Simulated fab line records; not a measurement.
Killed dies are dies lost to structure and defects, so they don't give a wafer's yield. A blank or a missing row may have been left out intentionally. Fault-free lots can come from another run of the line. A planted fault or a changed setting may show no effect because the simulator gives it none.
Chamber matching + flow n5_finfet + rie_diel-02 running N5_BEOL_M8_VIA_ETCH_34: 4 sister chambers
The step etches SiCOH lowk in C4F6/O2, target depth 125.5 nm, time 50.5 s. 4 wafers are shown with their chamber, then 7 later ones without.

== WAFERS, EACH WITH ITS CHAMBER ==
| wafer  | chamber | showerhead_plenum_p_Torr (Torr) |
|--------|---------|---------------------------------|
| L086.3 | 1       | 2.73                            |
| L086.5 | 0       | 2.83                            |
| L088.1 | 2       | 3.02                            |
| L088.2 | 3       | 2.93                            |

== WAFERS WHOSE CHAMBER IS MISSING ==
| wafer  | showerhead_plenum_p_Torr (Torr) |
|--------|---------------------------------|
| L088.5 | 2.93                            |
| L093.1 | 2.73                            |
| L093.4 | 2.92                            |
| L093.5 | 2.73                            |
| L094.1 | 2.92                            |
| L094.5 | 2.92                            |
| L094.6 | 3.01                            |

== CHAMBER TAKEN BY EACH ==
| wafer  | from the rows above | in truth |
|--------|---------------------|----------|
| L088.5 | 3                   | 3        |
| L093.1 | 1                   | 1        |
| L093.4 | 3                   | 3        |
| L093.5 | 1                   | 1        |
| L094.1 | 3                   | 3        |
| L094.5 | 3                   | 3        |
| L094.6 | 2                   | 2        |
Correct placement for 7 of the 7. Not placeable from these rows: 0. 0 placed wrongly.
How it was worked out, from the rows above alone: a wafer's distance from a chamber is the root of the sum, over the readings, of the square of ((its reading less the chamber's mean) divided by the reading's scatter). If the next closest chamber is less than 2 further off than the closest, the wafer can't be placed; otherwise it belongs to the closest. For every chamber, the mean is computed from those of its wafers that are shown. The scatter (one wafer shown for each chamber): square how far every hidden wafer sits from the nearest shown wafer, average those squares and take the square root.
